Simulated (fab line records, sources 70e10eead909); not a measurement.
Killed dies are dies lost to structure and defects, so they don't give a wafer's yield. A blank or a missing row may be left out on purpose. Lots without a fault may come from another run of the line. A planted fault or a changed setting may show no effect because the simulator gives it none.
Which tool did it? | flow nand_harc | 13 lots, 39 wafers sampled, at 5 steps of a route of 1302

WHAT THE GAUGES READ, wafer by wafer
NHARC_HYBRID_BOND_OVL_MEAS_05.
lot  | measured     | on         | overlay_x_nm (nm) | overlay_y_nm (nm)
L636 | day 24 07:16 | overlay-02 | -41 -25 23        | -3 16 -30
L635 | day 24 07:16 | overlay-01 | -32 -23 -85       | 6 28 5
L638 | day 25 04:10 | overlay-02 | -15 -6 -37        | -30 -51 1
L639 | day 25 11:25 | overlay-01 | 73 3 9            | -11 32 51
L641 | day 26 03:58 | overlay-02 | 46 21 -8          | 3 -7 12
L643 | day 27 05:58 | overlay-02 | -11 54 26         | 16 20 49
L646 | day 27 16:59 | overlay-02 | 6 -50 2           | 35 40 42
L652 | day 30 21:24 | overlay-02 | 8 7 32            | 32 -35 -59
L653 | day 31 03:52 | overlay-01 | 59 14 -50         | 49 -27 13
L654 | day 32 03:14 | overlay-02 | 17 2 -11          | -23 19 -10
L655 | day 32 09:35 | overlay-02 | 48 31 -6          | -29 1 34
L656 | day 32 13:02 | overlay-02 | -46 -16 -76       | -31 24 21
L657 | day 33 00:16 | overlay-02 | -32 11 4          | -42 1 -34

NHARC_END_SORT_01.
lot  | measured     | on        | defect_limited_yield (%) | killed_at_array | killed_at_other | killed_at_periphery | killed_dies | killed_open | killed_short
L636 | day 25 03:39 | prober-02 | 97.0 95.3 96.9           | 17 30 18        | 1 1 1           | 2 1 2               | 20 32 21    | 2 4 4       | 4 4 2
L635 | day 25 06:03 | prober-01 | 88.8 90.0 90.7           | 74 65 63        | 0 1 0           | 2 2 0               | 76 68 63    | 4 1 1       | 4 2 0
L638 | day 26 00:04 | prober-01 | 95.1 95.3 95.3           | 28 24 26        | 3 3 3           | 2 5 3               | 33 32 32    | 1 3 3       | 6 4 4
L639 | day 26 09:28 | prober-01 | 83.6 87.7 86.3           | 102 79 82       | 1 2 4           | 8 2 7               | 111 83 93   | 4 2 5       | 2 2 2
L641 | day 26 21:34 | prober-02 | 91.1 91.6 89.8           | 59 57 67        | 0 0 0           | 1 0 2               | 60 57 69    | 3 0 4       | 1 2 1
L643 | day 27 23:50 | prober-02 | 90.8 92.9 91.0           | 58 45 59        | 0 0 0           | 4 3 2               | 62 48 61    | 4 2 3       | 2 0 1
L646 | day 28 11:41 | prober-02 | 93.2 93.5 92.3           | 35 36 41        | 0 0 1           | 11 8 10             | 46 44 52    | 5 1 7       | 2 4 4
L652 | day 31 15:04 | prober-02 | 89.1 89.2 91.1           | 72 70 57        | 1 0 0           | 1 3 3               | 74 73 60    | 4 4 3       | 1 7 3
L653 | day 32 00:02 | prober-01 | 86.3 89.5 87.9           | 89 67 77        | 0 3 2           | 4 1 3               | 93 71 82    | 5 1 5       | 4 4 2
L654 | day 33 00:26 | prober-02 | 87.1 86.9 87.1           | 75 82 78        | 4 1 3           | 8 6 6               | 87 89 87    | 1 4 2       | 3 2 0
L655 | day 33 00:31 | prober-01 | 89.7 91.6 92.0           | 64 52 48        | 2 0 3           | 4 5 3               | 70 57 54    | 4 4 4       | 2 4 1
L656 | day 33 08:15 | prober-02 | 90.4 88.9 91.3           | 61 69 57        | 1 0 1           | 3 6 1               | 65 75 59    | 3 4 4       | 2 0 4
L657 | day 33 19:42 | prober-02 | 92.8 93.4 93.2           | 46 41 44        | 0 2 2           | 3 2 0               | 49 45 46    | 2 3 2       | 1 0 5

WHICH TOOL RAN EACH LOT (tool, then ch and the chambers of the sampled wafers, then the start)
lot  | NHARC_THIN_TSV_DEP_43           | NHARC_THIN_TSV_PVD_51                   | NHARC_THIN_TSV_ETCH_36
L636 | pecvd-04 ch 0,1, day 24 10:23   | pvd_sputter-01, day 24 17:39 or earlier | rie_metal-02 ch 0,1, day 24 17:39
L635 | pecvd-02 ch 0,1,2, day 24 09:20 | pvd_sputter-03, day 24 16:44 or earlier | rie_metal-03 ch 0,1, day 24 16:44
L638 | pecvd-01 ch 0,2, day 25 06:10   | pvd_sputter-03, day 25 13:23 or earlier | rie_metal-01 ch 0,1, day 25 13:23
L639 | pecvd-04 ch 0,1, day 25 14:35   | pvd_sputter-02, day 25 21:50 or earlier | rie_metal-01 ch 0,1, day 25 21:50
L641 | pecvd-02 ch 0,2, day 26 05:52   | pvd_sputter-02, day 26 12:55 or earlier | rie_metal-01 ch 0,1, day 26 12:55
L643 | pecvd-01 ch 0,2, day 27 07:53   | pvd_sputter-02, day 27 15:19 or earlier | rie_metal-01 ch 0,1, day 27 15:19
L646 | pecvd-01 ch 1,2, day 27 20:10   | pvd_sputter-01, day 28 03:20 or earlier | rie_metal-02 ch 0,1, day 28 03:20
L652 | pecvd-04 ch 0,1,2, day 30 23:17 | pvd_sputter-02, day 31 06:26 or earlier | rie_metal-02 ch 0,1, day 31 06:26
L653 | pecvd-04 ch 0,1,2, day 31 05:55 | pvd_sputter-01, day 31 12:56 or earlier | rie_metal-03 ch 0,1, day 31 12:56
L654 | pecvd-01 ch 1,2, day 32 05:12   | pvd_sputter-01, day 32 13:13 or earlier | rie_metal-02 ch 0,1, day 32 13:13
L655 | pecvd-01 ch 0,2, day 32 11:33   | pvd_sputter-02, day 32 18:32 or earlier | rie_metal-01 ch 0,1, day 32 18:32
L656 | pecvd-04 ch 0,1, day 32 14:58   | pvd_sputter-02, day 32 22:14 or earlier | rie_metal-03 ch 0,1, day 32 22:14
L657 | pecvd-04 ch 0,2, day 33 03:28   | pvd_sputter-03, day 33 10:41 or earlier | rie_metal-01 ch 0,1, day 33 10:41
- NHARC_THIN_TSV_DEP_43: deposits SiO2, target thk 1328.5 nm.
- NHARC_THIN_TSV_PVD_51: deposits Cu, target thk 100 nm.
- NHARC_THIN_TSV_ETCH_36: etches the open film in Cl2/BCl3, target depth 65 nm, time 18.571 s.

WHAT THE TOOLS THEMSELVES READ (means of the sampled wafers that have a number; where no wafer has one, the mark that the record gives instead)
NHARC_THIN_TSV_DEP_43.
lot  | tool     | throttle_valve_pct (%)
L636 | pecvd-04 | 16.5
L635 | pecvd-02 | 16.1
L638 | pecvd-01 | 15.8
L639 | pecvd-04 | 15.5
L641 | pecvd-02 | 15.9
L643 | pecvd-01 | 15.9
L646 | pecvd-01 | 16.0
L652 | pecvd-04 | 16.0
L653 | pecvd-04 | 15.9
L654 | pecvd-01 | 16.3
L655 | pecvd-01 | 16.2
L656 | pecvd-04 | 16.2
L657 | pecvd-04 | 17.1

NHARC_THIN_TSV_PVD_51.
lot  | tool           | throttle_valve_pct (%)
L636 | pvd_sputter-01 | 30.6
L635 | pvd_sputter-03 | 29.9
L638 | pvd_sputter-03 | 30.8
L639 | pvd_sputter-02 | 29.8
L641 | pvd_sputter-02 | 30.3
L643 | pvd_sputter-02 | 29.5
L646 | pvd_sputter-01 | 30.2
L652 | pvd_sputter-02 | 30.1
L653 | pvd_sputter-01 | 29.3
L654 | pvd_sputter-01 | 29.5
L655 | pvd_sputter-02 | 29.8
L656 | pvd_sputter-02 | 29.8
L657 | pvd_sputter-03 | 30.5

NHARC_THIN_TSV_ETCH_36.
lot  | tool         | chamber_pressure_mTorr (mTorr) | drypump_motor_current_A (A) | oes_product_au (a.u.)
L636 | rie_metal-02 | 9.997                          | 5.1                         | 1.007
L635 | rie_metal-03 | 9.990                          | 5.6                         | 1.004
L638 | rie_metal-01 | 9.998                          | 5.7                         | 1.005
L639 | rie_metal-01 | 9.996                          | 5.8                         | 1.001
L641 | rie_metal-01 | 9.997                          | 5.5                         | 0.998
L643 | rie_metal-01 | 10.009                         | 5.5                         | 0.944
L646 | rie_metal-02 | 10.000                         | 5.1                         | 0.991
L652 | rie_metal-02 | 10.006                         | 5.2                         | 0.993
L653 | rie_metal-03 | 9.997                          | 5.9                         | 0.997
L654 | rie_metal-02 | 10.001                         | 5.1                         | 0.999
L655 | rie_metal-01 | 10.003                         | 5.7                         | 1.011
L656 | rie_metal-03 | 10.004                         | 5.6                         | 1.003
L657 | rie_metal-01 | 9.985                          | 5.8                         | 1.007

THE ANSWER, worked out from the rows above alone
Rule: what is usual is taken from the lots themselves. Put in order of their means at a reading, lots are off if they are a third of the lots or fewer, leave a main group of 4 or more, and stand apart from it by a gap of 3 or more times the standard deviation of the main group's means; of several such gaps the widest counts. A main group whose means are all the same, to the digits that the tables above print for the reading, isn't used. A lot without any number at a reading at which 4 lots or more have one is off too. The other lots that the step has rows for count as sound. The gauges are gone through in route order, then the tools' own readings, and for those a lot's mean is taken as printed above. The first step at which some lot is off is used, and at that step the reading that is off furthest; a lot without a number counts as furthest.
Off: L643, at NHARC_THIN_TSV_ETCH_36 (oes_product_au). The main group: mean 1.001 a.u., standard deviation 0.0057.
A tool fits if, at that step or a process step before it, it ran every lot that is off, and no sound lot after the first of them. NHARC_THIN_TSV_PVD_51 gives no start for some lots, so the hours and the order of its lots are those of NHARC_THIN_TSV_ETCH_36. None of those tried fits.

WHAT THE SIMULATOR HAD PUT IN
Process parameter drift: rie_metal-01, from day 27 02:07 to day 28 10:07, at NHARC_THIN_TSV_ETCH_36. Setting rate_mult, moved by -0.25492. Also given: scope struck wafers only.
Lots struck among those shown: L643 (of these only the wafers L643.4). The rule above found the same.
